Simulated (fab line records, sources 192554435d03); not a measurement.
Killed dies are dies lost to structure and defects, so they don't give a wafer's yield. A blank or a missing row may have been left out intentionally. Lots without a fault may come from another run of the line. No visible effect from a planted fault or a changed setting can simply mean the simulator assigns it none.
fab line records ; flow n5-finfet
record: lots: 5; wafers: 15; last-day: 17
route steps=1938 shown BEOL_M6@1241 PASSIVATION@1936
lots with no fault: from the same line, run without faults
start-h: the number of hours between the record's first day and the start of the first shown wafer of the lot ; wait-h: hours elapsed since this lot's preceding step ; " as in the row above ; L1.1+2: several wafers, shown together as one row ; - either no value or no given start ; * or withheld: withheld ; < > ~ a bound
route shown NAME@n: a module of which the file shows steps, and the number in the route of the first ; usual: the fault-free wafers' mean and standard deviation ; same: alike in all rows ; chamber/n: place in a boat ; sites: each site's reading ; _std_site: standard deviation of those values ; _edge_site: the outer-site mean with the inner-site mean subtracted ; radius-mm: for every site, how far away it sits from the centre of the wafer ; mask NAME#n: copy n ; behind: the most recent tool/chamber to have shaped the wafer ; hold: reason for holding the lot/hours on hold/outcome of the hold ; device: transistor that didn't switch, given as n, p or np ; end of line: tests of these same wafers at the route's end ; where a step has no rows: the recipe by itself ; killed: not the wafer's yield, but the dies lost to structure and defects at the first sort ; map: dies across one wafer; x = killed, . = not, _ = none there
set.NAME: the setting the step ran with; set.NAME@STEP: the setting that earlier step ran with ; model.NAME: the simulator's own value behind a step, which no gauge read
lots seen at some steps along the route; tables by step, rows by wafer
services: the hour from which a tool's chamber was out of use, counted from the record's first day as start-h (under 0 if before that day), plus the number of hours and why
== steps ==
step: N5_BEOL_M6_STRIP_80
recipe: chemistry: N2/H2; time-s: 10; power-w: 450; temp-c: 40; pressure-mtorr: 20; rf-frequency-hz: 6e+07; bias-power-w: 7; n2-flow-sccm: 200; h2-flow-sccm: 200
usual: drypump-motor-current-A: 6.0/0.5; oes-product-au: 0.77/0.071; rf-vpp-V: 59.5/0.9; showerhead-plenum-p-Torr: 2.60/0.073; throttle-valve-pct: 23.7/0.31
lot.wafer;tool;chamber;start-h;wait-h;drypump-motor-current-A;oes-product-au;rf-hours-counter-h;rf-vpp-V;showerhead-plenum-p-Torr;throttle-valve-pct
L769.1;rie-diel-05;3;-;-;6.4;0.70;206;60.0;2.61;23.6
L769.3;rie-diel-05;2;-;-;5.9;0.69;245;60.0;2.60;23.3
L769.5;rie-diel-05;1;-;-;4.9;0.86;-;58.7;2.46;23.2
L770.1;rie-diel-03;1;-;-;6.7;0.72;197;59.2;2.63;23.2
L770.4;rie-diel-03;0;-;-;6.4;0.89;26;58.9;2.59;23.4
L770.6;rie-diel-03;1;-;-;6.7;0.72;-;60.0;2.63;23.2
L775.2;rie-diel-02;1;-;-;5.0;0.85;67;57.7;2.48;23.8
L775.4;rie-diel-02;0;-;-;6.2;0.70;211;58.4;2.62;23.7
L775.6;rie-diel-02;3;-;-;5.8;0.80;-;58.9;2.66;24.0
L784.2;rie-diel-03;3;-;-;6.1;0.72;213;60.0;2.51;23.7
L784.3;rie-diel-03;1;-;-;6.7;0.70;223;58.6;2.62;23.2
L784.4;rie-diel-03;2;-;-;5.8;0.80;87;61.2;2.68;24.1
L786.1;rie-diel-02;2;-;-;6.0;0.86;42;58.7;2.69;23.6
L786.3;rie-diel-02;3;-;-;5.8;0.79;144;61.6;2.65;24.0
L786.4;rie-diel-02;0;-;-;6.2;0.69;233;60.0;2.61;23.7
step: N5_BEOL_M6_OCD_MEAS_38
usual: trench-depth-nm: 93.7/1.3
lot.wafer;tool;chamber;start-h;wait-h;trench-depth-nm
L769.1;ocd-02;-;224.88;-;94.2
L769.3;ocd-02;-;224.88;-;92.4
L769.5;ocd-02;-;224.88;-;93.1
L770.1;ocd-01;-;240.52;-;92.0
L770.4;ocd-01;-;240.52;-;94.1
L770.6;ocd-01;-;240.52;-;91.7
L775.2;ocd-02;-;268.61;-;93.6
L775.4;ocd-02;-;268.61;-;92.0
L775.6;ocd-02;-;268.61;-;96.5
L784.2;ocd-01;-;323.47;-;93.1
L784.3;ocd-01;-;323.47;-;90.6
L784.4;ocd-01;-;323.47;-;94.5
L786.1;ocd-02;-;331.52;-;94.1
L786.3;ocd-02;-;331.52;-;95.1
L786.4;ocd-02;-;331.52;-;93.3
step: N5_BEOL_M6_HM_STRIP_39
recipe: chemistry: peroxide-tin-strip; material: TiN; target-depth-a: 250; temp-c: 50; time-s: 158
step: N5_BEOL_M6_SRD_40
recipe: time-s: 30; temp-c: 23; rinse-liquid: diw; dry: ipa-marangoni
step: N5_BEOL_M6_PRECLEAN_42
recipe: chemistry: residue-remover; time-s: 60; temp-c: 40
step: N5_BEOL_M6_SRD_43
recipe: time-s: 30; temp-c: 23; rinse-liquid: diw; dry: ipa-marangoni
step: N5_BEOL_M6_CD_MEAS_35
recipe: target-cd-nm: 40; target-cd-y-nm: 28; polarity: opening
usual: cd-nm: 40.0/0.5
lot.wafer;tool;chamber;start-h;wait-h;cd-nm
L769.1;cd-sem-01;-;225.04;0.0;40.2
L769.3;cd-sem-01;-;225.04;0.0;40.4
L769.5;cd-sem-01;-;225.04;0.0;40.8
L770.1;cd-sem-03;-;240.68;0.0;39.8
L770.4;cd-sem-03;-;240.68;0.0;39.6
L770.6;cd-sem-03;-;240.68;0.0;39.6
L775.2;cd-sem-03;-;268.77;0.0;40.5
L775.4;cd-sem-03;-;268.77;0.0;40.6
L775.6;cd-sem-03;-;268.77;0.0;40.6
L784.2;cd-sem-02;-;323.62;0.0;40.7
L784.3;cd-sem-02;-;323.62;0.0;39.7
L784.4;cd-sem-02;-;323.62;0.0;39.9
L786.1;cd-sem-03;-;331.67;0.0;39.6
L786.3;cd-sem-03;-;331.67;0.0;39.2
L786.4;cd-sem-03;-;331.67;0.0;39.9
step: N5_BEOL_M6_CURE_75
recipe: temp-c: 370; time-s: 120; ambient: DMADMS/He; material: SiCOH_lowk
usual: lamp-power-pct: 52.32/0.053; wafer_temp_C_max: 372.0/0.57
lot.wafer;tool;chamber;start-h;wait-h;lamp-power-pct;wafer_temp_C_max
L769.1;uv-cure-03;2;225.08;0.0;52.36;372.6
L769.3;uv-cure-03;2;225.08;0.0;52.28;372.8
L769.5;uv-cure-03;2;225.08;0.0;52.31;372.9
L770.1;uv-cure-03;2;240.73;0.0;52.28;371.4
L770.4;uv-cure-03;2;240.73;0.0;52.35;372.6
L770.6;uv-cure-03;2;240.73;0.0;52.31;372.6
L775.2;uv-cure-03;0;268.91;0.1;52.31;371.5
L775.4;uv-cure-03;0;268.91;0.1;52.25;371.7
L775.6;uv-cure-03;0;268.91;0.1;52.33;371.7
L784.2;uv-cure-03;1;323.71;0.1;52.37;371.5
L784.3;uv-cure-03;1;323.71;0.1;52.33;371.4
L784.4;uv-cure-03;1;323.71;0.1;52.29;371.0
L786.1;uv-cure-02;1;331.72;0.0;52.38;371.8
L786.3;uv-cure-02;1;331.72;0.0;52.36;371.7
L786.4;uv-cure-02;1;331.72;0.0;52.20;372.4
step: N5_BEOL_M6_DEGAS_44
recipe: ambient: vacuum; temp-c: 250; time-s: 60
step: N5_BEOL_M6_PRE_CLEAN_45
recipe: gas: H2/He; time-s: 30; temp-c: 250
usual: heater-power-w: 325/17
lot.wafer;tool;chamber;start-h;wait-h;heater-power-w
L769.1;pvd-sputter-02;-;225.68;0.0;314
L769.3;pvd-sputter-02;-;225.68;0.0;354
L769.5;pvd-sputter-02;-;225.68;0.0;321
L770.1;pvd-sputter-01;-;241.12;0.0;339
L770.4;pvd-sputter-01;-;241.12;0.0;285
L770.6;pvd-sputter-01;-;241.12;0.0;274
L775.2;pvd-sputter-02;-;269.61;0.0;319
L775.4;pvd-sputter-02;-;269.61;0.0;333
L775.6;pvd-sputter-02;-;269.61;0.0;322
L784.2;pvd-sputter-01;-;324.33;0.0;284
L784.3;pvd-sputter-01;-;324.33;0.0;330
L784.4;pvd-sputter-01;-;324.33;0.0;343
L786.1;pvd-sputter-02;-;332.08;0.0;347
L786.3;pvd-sputter-02;-;332.08;0.0;317
L786.4;pvd-sputter-02;-;332.08;0.0;354
step: N5_BEOL_M6_ALD_77
recipe: material: TaN; target-thk-a: 20; temp-c: 275; ald-precursor-family: PDMAT; ald-co-reactant: NH3; pressure-torr: 3; carrier-flow-sccm: 1500; pulse-time-s: 2; purge-time-s: 3; co-reactant-purge-time-s: 2; co-reactant-pulse-time-s: 3; ald-cycles: 40; precursor-vessel-temp-c: 75; precursor-vessel-pressure-torr: 26.25; precursor-vessel-carrier-sccm: 1000
usual: heater-power-outer-w: 243/53; heater-power-w: 437/94
lot.wafer;tool;chamber;start-h;wait-h;heater-power-outer-w;heater-power-w
L769.1;ald-metal-03;2;225.74;0.0;284;491
L769.3;ald-metal-03;3;225.74;0.0;233;389
L769.5;ald-metal-03;3;225.74;0.0;236;387
L770.1;ald-metal-02;1;241.21;0.1;221;401
L770.4;ald-metal-02;3;241.21;0.1;172;313
L770.6;ald-metal-02;1;241.21;0.1;227;405
L775.2;ald-metal-02;3;269.67;0.0;175;324
L775.4;ald-metal-02;1;269.67;0.0;220;405
L775.6;ald-metal-02;1;269.67;0.0;224;404
L784.2;ald-metal-02;1;324.39;0.0;219;400
L784.3;ald-metal-02;0;324.39;0.0;208;386
L784.4;ald-metal-02;3;324.39;0.0;171;312
L786.1;ald-metal-01;3;332.14;0.0;203;357
L786.3;ald-metal-01;2;332.14;0.0;234;429
L786.4;ald-metal-01;0;332.14;0.0;233;438
step: N5_BEOL_M6_SURFACE_TREAT_79
recipe: gas: Ar; time-s: *; ion-energy-ev: *; ion-current-ma-cm2: 0.5; pressure-mtorr: *; ar-flow-sccm: 30
step: N5_BEOL_M6_CVD_78
recipe: material: Co; target-thk-a: 20; temp-c: withheld; precursor: CCTBA/H2; pressure-torr: 30; time-s: 142.3
usual: run-length-s: 165.6/0.61
lot.wafer;tool;chamber;start-h;wait-h;run-length-s
L769.1;cvd-co-02;0;226.25;0.2;166.5
L769.3;cvd-co-02;1;226.25;0.2;166.0
L769.5;cvd-co-02;0;226.25;0.2;165.6
L770.1;cvd-co-02;1;241.62;0.1;166.0
L770.4;cvd-co-02;0;241.62;0.1;208.8
L770.6;cvd-co-02;1;241.62;0.1;166.0
L775.2;cvd-co-01;2;270.40;0.3;164.7
L775.4;cvd-co-01;1;270.40;0.3;166.3
L775.6;cvd-co-01;0;270.40;0.3;165.2
L784.2;cvd-co-02;0;325.04;0.3;165.7
L784.3;cvd-co-02;2;325.04;0.3;165.7
L784.4;cvd-co-02;1;325.04;0.3;166.4
L786.1;cvd-co-01;1;332.49;0.0;166.5
L786.3;cvd-co-01;2;332.49;0.0;164.3
L786.4;cvd-co-01;1;332.49;0.0;165.8
step: N5_BEOL_M6_SPUTTER_48
recipe: material: Cu; target-thk-a: 100; temp-c: -20; bias-v: 60; power-w: 26000; chamber-pressure-pa: 0.13; time-s: 1.667
usual: throttle-valve-pct: 30.1/0.71
lot.wafer;tool;chamber;start-h;wait-h;throttle-valve-pct
L769.1;pvd-sputter-02;-;226.78;0.5;29.9
L769.3;pvd-sputter-02;-;226.78;0.5;29.4
L769.5;pvd-sputter-02;-;226.78;0.5;30.0
L770.1;pvd-sputter-01;-;241.80;0.1;30.5
L770.4;pvd-sputter-01;-;241.80;0.1;30.8
L770.6;pvd-sputter-01;-;241.80;0.1;30.9
L775.2;pvd-sputter-02;-;272.25;1.8;29.9
L775.4;pvd-sputter-02;-;272.25;1.8;30.2
L775.6;pvd-sputter-02;-;272.25;1.8;29.5
L784.2;pvd-sputter-02;-;325.26;0.2;29.9
L784.3;pvd-sputter-02;-;325.26;0.2;30.1
L784.4;pvd-sputter-02;-;325.26;0.2;30.2
L786.1;pvd-sputter-01;-;332.60;0.1;30.3
L786.3;pvd-sputter-01;-;332.60;0.1;30.1
L786.4;pvd-sputter-01;-;332.60;0.1;31.2
step: N5_PASSIVATION_PROBE_49
usual: defect-limited-yield: 91.5/1.3; killed_at_M0_to_M3: 33/10; killed_at_M4_up: 13/4; killed-at-contacts: 12/6.3; killed-at-front-end: 39/11; killed-at-other: 3.4/2.6; killed-dies: 100/15; killed-open: 65/11; killed-short: 34/7.8; sort_bin_5_function: 5.0/0.89; sort_bin_6_memory: 3.2/0.58; sort-n-pass: 1080/15; sort-yield-pct: 91.5/1.3
same: gross-dies: 1180; killed-at-back-side: 0; sort_bin_4_leakage[%]: 0; sort_bin_8_speed[%]: 0
lot.wafer;tool;chamber;start-h;wait-h;defect-limited-yield[%];killed_at_M0_to_M3;killed_at_M4_up;killed-at-contacts;killed-at-front-end;killed-at-other;killed-dies;killed-open;killed-short;sort_bin_5_function[%];sort_bin_6_memory[%];sort-n-pass;sort-yield-pct[%]
L769.1;prober-01;-;312.83;0.0;93.9;19;11;7;32;3;72;43;28;3.4;2.5;1108;93.9
L769.3;prober-01;-;312.93;0.1;91.8;32;21;8;33;3;97;52;36;5.0;2.4;1083;91.8
L769.5;prober-01;-;313.03;0.2;92.6;14;17;12;39;5;87;58;24;4.3;2.5;1093;92.6
L770.1;prober-01;-;330.47;0.0;91.0;44;14;26;20;2;106;65;40;4.9;3.6;1074;91.0
L770.4;prober-01;-;330.62;0.2;91.7;36;17;10;30;5;98;70;28;4.2;3.6;1082;91.7
L770.6;prober-01;-;330.72;0.3;91.3;37;13;21;29;3;103;68;35;4.9;3.6;1077;91.3
L784.2;prober-01;-;416.82;0.1;91.4;23;11;24;40;4;102;63;39;5.7;2.5;1078;91.4
L784.3;prober-01;-;416.87;0.1;91.6;36;13;11;39;0;99;60;36;4.6;3.1;1081;91.6
L784.4;prober-01;-;416.92;0.2;90.7;29;13;22;43;3;110;66;44;5.6;3.3;1070;90.7
killed by level:class
L769.1 GATE_CUT:geometric-particle:short=8 BEOL_M2:geometric-particle:open=6 BEOL_M4:geometric-particle:open=6 STI_FIN_REVEAL:geometric-particle:open=5 MOL_CONTACT_COAG:geometric-particle:open=5 DUMMY_GATE:geometric-particle:open=4 FIN_SAQP:geometric-particle:short=3 FIN_SAQP:geometric-particle:open=3
L769.3 BEOL_M1:geometric-particle:open=10 FIN_SAQP:geometric-particle:short=9 MOL_CONTACT_COAG:geometric-particle:open=7 BEOL_M0_SAQP:geometric-particle:short=7 BEOL_M4:geometric-particle:open=7 BEOL_M5:geometric-particle:open=6 BEOL_M2:geometric-particle:open=5 SDB:coat-microbubble-printed=5
L769.5 BEOL_M4:geometric-particle:open=12 FIN_SAQP:geometric-particle:open=10 MOL_CONTACT_COAG:geometric-particle:open=10 FIN_SAQP:geometric-particle:short=6 BEOL_M1:geometric-particle:open=5 STARTING-WAFER:geometric-particle:open=5 HKMG_FIN:area-etch=4 STI_FIN_REVEAL:geometric-particle:open=3
L770.1 MOL_CONTACT_COAG:geometric-particle:open=22 BEOL_M0_SAQP:geometric-particle:short=16 BEOL_M0_SAQP:geometric-particle:open=6 BEOL_M0:geometric-particle:open=6 BEOL_M3:geometric-particle:open=5 MOL_CONTACT_COAG:geometric-particle:short=4 BEOL_M2:geometric-particle:open=4 BEOL_M4:geometric-particle:short=4
L770.4 BEOL_M0_SAQP:geometric-particle:open=11 MOL_CONTACT_COAG:geometric-particle:open=10 BEOL_M4:geometric-particle:open=10 GATE_CUT:geometric-particle:open=7 GATE_CUT:geometric-particle:short=6 BEOL_M0_SAQP:geometric-particle:short=6 BEOL_M0:geometric-particle:open=6 STI_FIN_REVEAL:geometric-particle:open=5
L770.6 MOL_CONTACT_COAG:geometric-particle:open=20 BEOL_M0:geometric-particle:open=9 BEOL_M3:geometric-particle:open=8 GATE_CUT:geometric-particle:short=7 BEOL_M0_SAQP:geometric-particle:short=6 BEOL_M0_SAQP:geometric-particle:open=6 FIN_SAQP:geometric-particle:short=4 GATE_CUT:geometric-particle:open=4
L784.2 MOL_CONTACT_COAG:geometric-particle:open=19 FIN_SAQP:geometric-particle:short=13 GATE_CUT:geometric-particle:short=9 FIN_SAQP:geometric-particle:open=7 BEOL_M3:geometric-particle:open=7 GATE_CUT:geometric-particle:open=5 MOL_CONTACT_COAG:geometric-particle:short=5 BEOL_M4:geometric-particle:open=5
L784.3 FIN_SAQP:geometric-particle:short=15 BEOL_M3:geometric-particle:open=14 BEOL_M2:geometric-particle:open=11 MOL_CONTACT_COAG:geometric-particle:open=9 GATE_CUT:geometric-particle:short=8 FIN_SAQP:geometric-particle:open=7 BEOL_M0_SAQP:geometric-particle:open=6 BEOL_M4:geometric-particle:open=4
L784.4 FIN_SAQP:geometric-particle:short=22 MOL_CONTACT_COAG:geometric-particle:open=19 BEOL_M3:geometric-particle:open=8 FIN_SAQP:geometric-particle:open=6 BEOL_M0_SAQP:geometric-particle:short=6 GATE_CUT:geometric-particle:short=5 BEOL_M2:geometric-particle:open=5 BEOL_M4:geometric-particle:open=4
== services ==
tool;chamber;start-h;hours;kind
rie-diel-03;1;222.81;2.7;repair
rie-diel-02;0;236.29;1.6;repair
rie-diel-05;2;248.47;1.5;repair
rie-diel-05;2;250.18;-;clean
rie-diel-05;2;250.18;-;consumable-replace:focus-ring
rie-diel-05;2;250.18;13.4;scheduled-down
rie-diel-05;2;250.18;13.4;vent-cycle
rie-diel-03;0;253.76;5.9;repair
rie-diel-05;1;276.26;3.2;repair
pvd-sputter-01;-;283.92;0.7;repair
uv-cure-02;-;291.28;1.2;repair
rie-diel-05;-;322.76;14.6;pm
cvd-co-02;2;329.57;7.7;repair
uv-cure-03;-;331.52;1.0;pm
== key ==
first-sign: step: N5_BEOL_M6_CVD_78; reading: run-length-s; direction: up; sigmas: 71; usual: *; struck: *
effect none on later readings
met-at N5_BEOL_M6_CVD_78
struck-wafers L770.4
onset-between 226.25 241.62
fault: kind: process-parameter-drift; tool: cvd-co-02; chamber: 0; onset-h: 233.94; steps: N5_BEOL_M6_CVD_78; channel: time-s; offset: *; shape: step; end-h: 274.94; acts-in: *; stated: *
